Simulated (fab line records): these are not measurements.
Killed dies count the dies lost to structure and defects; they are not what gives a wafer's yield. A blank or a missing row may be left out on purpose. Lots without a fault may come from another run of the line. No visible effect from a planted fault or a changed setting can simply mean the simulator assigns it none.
Matching of chambers :: flow n5_finfet :: 4 sister chambers for N5_GATE_CUT_DESCUM_18 on rie_diel-05
The step chemistry O2, time 7 s. 14 wafers are shown with their chamber, then 7 later ones without.

## WAFERS PAIRED WITH THEIR CHAMBERS
wafer: L076.1
chamber: 2
throttle_valve_pct (%): 20.33
oes_product_au (a.u.): 0.73
rf_vpp_V (V): 245.7

wafer: L076.2
chamber: 1
throttle_valve_pct (%): 20.84
oes_product_au (a.u.): 0.74
rf_vpp_V (V): 242.5

wafer: L076.5
chamber: 1
throttle_valve_pct (%): 20.84
oes_product_au (a.u.): 0.74
rf_vpp_V (V): 242.1

wafer: L077.1
chamber: 1
throttle_valve_pct (%): 20.83
oes_product_au (a.u.): 0.74
rf_vpp_V (V): 242.1

wafer: L077.2
chamber: 2
throttle_valve_pct (%): 20.32
oes_product_au (a.u.): 0.74
rf_vpp_V (V): 244.9

wafer: L077.3
chamber: 0
throttle_valve_pct (%): 20.37
oes_product_au (a.u.): 0.86
rf_vpp_V (V): 244.1

wafer: L078.3
chamber: 2
throttle_valve_pct (%): 20.32
oes_product_au (a.u.): 0.74
rf_vpp_V (V): 244.0

wafer: L078.5
chamber: 2
throttle_valve_pct (%): 20.31
oes_product_au (a.u.): 0.74
rf_vpp_V (V): 244.8

wafer: L078.6
chamber: 1
throttle_valve_pct (%): 20.84
oes_product_au (a.u.): 0.74
rf_vpp_V (V): 241.0

wafer: L080.2
chamber: 2
throttle_valve_pct (%): 20.31
oes_product_au (a.u.): 0.73
rf_vpp_V (V): 244.2

wafer: L080.4
chamber: 1
throttle_valve_pct (%): 20.84
oes_product_au (a.u.): 0.73
rf_vpp_V (V): 241.4

wafer: L080.5
chamber: 0
throttle_valve_pct (%): 20.38
oes_product_au (a.u.): 0.86
rf_vpp_V (V): 244.6

wafer: L082.1
chamber: 1
throttle_valve_pct (%): 20.85
oes_product_au (a.u.): 0.72
rf_vpp_V (V): 241.5

wafer: L082.3
chamber: 3
throttle_valve_pct (%): 20.53
oes_product_au (a.u.): 0.73
rf_vpp_V (V): 244.7

SIGNATURES (means of the wafers above)
reading: throttle_valve_pct
chamber 0: 20.3750
chamber 1: 20.8400
chamber 2: 20.3180
chamber 3: 20.5300
scatter within a chamber: 0.00728

reading: oes_product_au
chamber 0: 0.8600
chamber 1: 0.7350
chamber 2: 0.7360
chamber 3: 0.7300
scatter within a chamber: 0.00686

reading: rf_vpp_V
chamber 0: 244.350
chamber 1: 241.767
chamber 2: 244.720
chamber 3: 244.700
scatter within a chamber: 0.589
Rule: a wafer lies at a distance from a chamber equal to the root of the sum of squares, over the readings, of (its reading less the chamber's mean, divided by the reading's scatter). If the next closest chamber is less than 2 further off than the closest, the wafer can't be placed; otherwise it belongs to the closest. The scatter: the root of (the sum of the squares of (reading less its chamber's mean) over the shown wafers, divided by (wafers less chambers)).

## WAFERS WHOSE CHAMBER IS MISSING
wafer: L082.6
throttle_valve_pct (%): 20.32
oes_product_au (a.u.): 0.72
rf_vpp_V (V): 243.8

wafer: L088.2
throttle_valve_pct (%): 20.40
oes_product_au (a.u.): 0.84
rf_vpp_V (V): 244.1

wafer: L088.5
throttle_valve_pct (%): 20.55
oes_product_au (a.u.): 0.72
rf_vpp_V (V): 245.0

wafer: L088.6
throttle_valve_pct (%): 20.40
oes_product_au (a.u.): 0.85
rf_vpp_V (V): 245.7

wafer: L090.1
throttle_valve_pct (%): 20.37
oes_product_au (a.u.): 0.72
rf_vpp_V (V): 244.0

wafer: L090.2
throttle_valve_pct (%): 20.87
oes_product_au (a.u.): 0.72
rf_vpp_V (V): 241.1

wafer: L090.3
throttle_valve_pct (%): 20.56
oes_product_au (a.u.): 0.72
rf_vpp_V (V): 243.7

## THE CHAMBER EACH PASSED THROUGH
wafer: L082.6
from the rows above: 2
in truth: 2

wafer: L088.2
from the rows above: 0
in truth: 0

wafer: L088.5
from the rows above: 3
in truth: 3

wafer: L088.6
from the rows above: 0
in truth: 0

wafer: L090.1
from the rows above: 2
in truth: 2

wafer: L090.2
from the rows above: 1
in truth: 1

wafer: L090.3
from the rows above: 3
in truth: 3
Correctly placed: 7 of 7. Not placeable from these rows: 0. Wrongly placed: 0.
